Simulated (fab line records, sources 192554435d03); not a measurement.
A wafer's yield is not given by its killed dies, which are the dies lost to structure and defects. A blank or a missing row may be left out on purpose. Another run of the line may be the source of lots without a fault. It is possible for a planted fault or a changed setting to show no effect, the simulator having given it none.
A single fault, viewed from 3 desks ; flow n5_finfet ; each desk holds nothing but its own numbers, with what lay behind them at the end

== THE TOOL OWNER'S DESK: rie_diel-04 ==
The tool's own readings at N5_BEOL_M2_ETCH_41 (etches SiCN in CH3F/O2, target depth 29.9 nm, time 52.5 s): means of the sampled wafers that have a number, for each lot that ran on this tool. If a lot's mean is further than 4 standard deviations from the usual mean, the lot is out of limits and carries the mark OUT (the distance appears in the brackets).
Columns: A = drypump_motor_current_A at N5_BEOL_M2_ETCH_41, usual 5.7 A; B = oes_product_au at N5_BEOL_M2_ETCH_41, usual 0.78 a.u.; C = rf_vpp_V at N5_BEOL_M2_ETCH_41, usual 297.7 V; D = showerhead_plenum_p_Torr at N5_BEOL_M2_ETCH_41, usual 2.02 Torr; E = throttle_valve_pct at N5_BEOL_M2_ETCH_41, usual 16.28 %
lot;first seen here;A;B;C;D;E
L640;day 6 19:41;5.8;0.81;298.7;2.05;16.02
L644;day 7 20:41;5.7;0.77;297.5;2.03;16.12
L649;day 9 02:40;5.8;1.01;297.5;2.05;16.05
L662;day 12 17:05;5.6;0.70;296.2;1.97;16.35
Result from this desk: across the 4 lots, nothing is out of limits.

== THE DEFECT DESK ==
Per lot, the means of the sampled wafers with a number show what the inspections along the route counted. If a lot's mean is further than 4 standard deviations from the usual mean, the lot is out of limits and carries the mark OUT (the distance appears in the brackets).
Columns: A = raw_defect_count at N5_BEOL_M2_INSPECT_30, usual 407
lot;first seen here;A
L639;day 6 17:26;512
L640;day 6 18:10;321
L644;day 7 18:24;290
L646;day 8 13:05;362
L649;day 9 00:28;480
L650;day 9 07:05;292
L657;day 10 21:08;420
L656;day 10 21:24;498
L659;day 11 12:43;492
L662;day 12 11:52;365
Result from this desk: across the 10 lots, nothing is out of limits.

== AT THE METROLOGY DESK ==
Lot by lot, what the gauges showed, no matter which tool ran the lot: averages of those sampled wafers that carry a number. If a lot's mean is further than 4 standard deviations from the usual mean, the lot is out of limits and carries the mark OUT (the distance appears in the brackets). It has 11 readings; the 7 that lie furthest out on some lot are the ones shown.
Columns: A = trench_depth_nm at N5_BEOL_M2_OCD_MEAS_38, usual 55.4 nm; B = IOFF_P at N5_BEOL_M4_RC_MEAS_101, usual 0.21 nA/um; C = ION_N at N5_BEOL_M4_RC_MEAS_101, usual 675 uA/um; D = ION_P at N5_BEOL_M4_RC_MEAS_101, usual 463 uA/um; E = SS_P at N5_BEOL_M4_RC_MEAS_101, usual 73.2 mV/dec; F = VT_N at N5_BEOL_M4_RC_MEAS_101, usual 250 mV; G = VT_P at N5_BEOL_M4_RC_MEAS_101, usual -251 mV
lot;first seen here;A;B;C;D;E;F;G
L639;day 6 19:32;55.8;0.18;665;461;72.4;253;-251
L640;day 6 19:49;56.3;0.20;670;458;72.8;251;-254
L644;day 7 20:49;56.7;0.20;676;461;73.4;249;-251
L646;day 8 19:04;54.2;0.19;676;467;72.8;251;-249
L649;day 9 02:47;57.5;0.16;683;460;72.2;250;-256
L650;day 9 07:49;54.8;0.23;666;465;73.4;251;-247
L657;day 11 01:01;55.5;0.21;679;466;73.4;249;-251
L656;day 11 01:28;54.2;0.23;681;466;73.2;246;-250
L659;day 11 18:16;54.0;0.21;679;464;73.5;250;-252
L662;day 12 17:13;54.2;0.26;692;477;73.7;245;-246
Result from this desk: across the 10 lots, nothing is out of limits.

== PUT TOGETHER ==
The desk of the tool owner found nothing out of limits.
No out-of-limits result turned up at the defect desk.
From the metrology desk's view, nothing was out of limits.

== WHAT THE SIMULATOR HAD INSERTED ==
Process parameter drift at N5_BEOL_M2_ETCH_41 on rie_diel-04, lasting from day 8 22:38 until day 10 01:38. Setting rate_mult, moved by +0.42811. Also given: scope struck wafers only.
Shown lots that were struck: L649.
